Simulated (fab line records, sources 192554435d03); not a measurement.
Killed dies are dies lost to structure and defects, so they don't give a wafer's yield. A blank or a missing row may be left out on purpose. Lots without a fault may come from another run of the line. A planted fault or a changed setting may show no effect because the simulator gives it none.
Split-lot experiment | flow n5_finfet | 7 lots, 16 wafers read, on a route of 1938 steps

THE SPLIT
At N5_BEOL_M3_SPUTTER_81 (material Cu, target thk 4.5 nm, time 8.29 s), the setting time_s was moved away from the recipe's 8.29 s on 2 of the 16 wafers read, by -12.3% to -10.8%. The other wafers ran this setting at the recipe's value.

The reading is taken at the split's own step.

THE READING
Cu_of_BEOL_M3_SPUTTER_81.thk_nm (the simulator's own value, which no gauge read), in nm, at N5_BEOL_M3_SPUTTER_81 (material Cu, target thk 4.5 nm, time 8.29 s). The file gives no usual value for it. The 14 wafers here that ran the recipe average 4.5 nm, standard deviation 0.09 nm.

wafer  | tool, chamber at the split | time_s as run, s | against the recipe | Cu_of_BEOL_M3_SPUTTER_81.thk_nm, nm | against lot-mates on the recipe
L076.1 | pvd_sputter-03, -          | 8.29             | recipe             | 4.4                                 | -
L076.4 | pvd_sputter-03, -          | 8.29             | recipe             | 4.4                                 | -
L076.5 | pvd_sputter-03, -          | 8.29             | recipe             | 4.6                                 | -
L084.1 | pvd_sputter-03, -          | 8.29             | recipe             | 4.4                                 | -
L085.1 | pvd_sputter-03, -          | 8.29             | recipe             | 4.4                                 | -
L085.3 | pvd_sputter-03, -          | 8.29             | recipe             | 4.4                                 | -
L085.5 | pvd_sputter-03, -          | 8.29             | recipe             | 4.4                                 | -
L086.4 | pvd_sputter-02, -          | 8.29             | recipe             | 4.4                                 | -
L088.4 | pvd_sputter-01, -          | 8.29             | recipe             | 4.6                                 | -
L088.6 | pvd_sputter-01, -          | 7.393            | -10.8%             | 4                                   | -0.6
L089.2 | pvd_sputter-02, -          | 8.29             | recipe             | 4.4                                 | -
L089.3 | pvd_sputter-02, -          | 8.29             | recipe             | 4.6                                 | -
L089.6 | pvd_sputter-02, -          | 8.29             | recipe             | 4.6                                 | -
L091.1 | pvd_sputter-01, -          | 8.29             | recipe             | 4.4                                 | -
L091.4 | pvd_sputter-01, -          | 8.29             | recipe             | 4.4                                 | -
L091.6 | pvd_sputter-01, -          | 7.273            | -12.3%             | 3.8                                 | -0.6

THE FIT
A straight line over all 16 wafers: Cu_of_BEOL_M3_SPUTTER_81.thk_nm changes by +0.0487 nm for each +1% of time_s; r = +0.90; the points scatter about the line by 0.094 nm.
The same after taking each lot's own level away (the mean of its wafers on the recipe; 16 wafers): +0.0517 nm for each +1%; r = +0.96; scatter 0.063 nm.
On that fit, the largest move of time_s shifts the reading by 0.63 nm.
The lots' own levels span 4.40 to 4.60 nm, that is 2.2 times the standard deviation above.
So the lot-to-lot level changes the slope little: the two slopes agree.
Check: with one of the wafers moved furthest among these (-12.3%) left out of the fit, the line predicts -0.68 nm for it against its lot-mates. It came out at -0.6 nm against them.

OTHER SPLITS ON THESE WAFERS
These wafers also went through other splits before the reading. Each is held against what the fit with the lots' levels taken away leaves over:
other split on the same wafers            | wafers away from the commonest value | r with Cu_of_BEOL_M3_SPUTTER_81.thk_nm (lot level and that fit taken away)
N5_BEOL_M0_SAQP_SPACER1_ALD_98 ald_cycles | 5                                    | -0.13
N5_BEOL_M0_CUTY_ETCH_63 time_s            | 3                                    | +0.03
N5_BEOL_M0_ETCH_138 source_w              | 5                                    | -0.22
N5_BEOL_M2_COAT_05 spin_rpm               | 2                                    | +0.00
N5_BEOL_M2_ETCH_74 source_w               | 5                                    | +0.12

THE FILE'S OWN FIT
Cu_of_BEOL_M3_SPUTTER_81.thk_nm changes by +0.0513 nm for each +1% of time_s, r = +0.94.
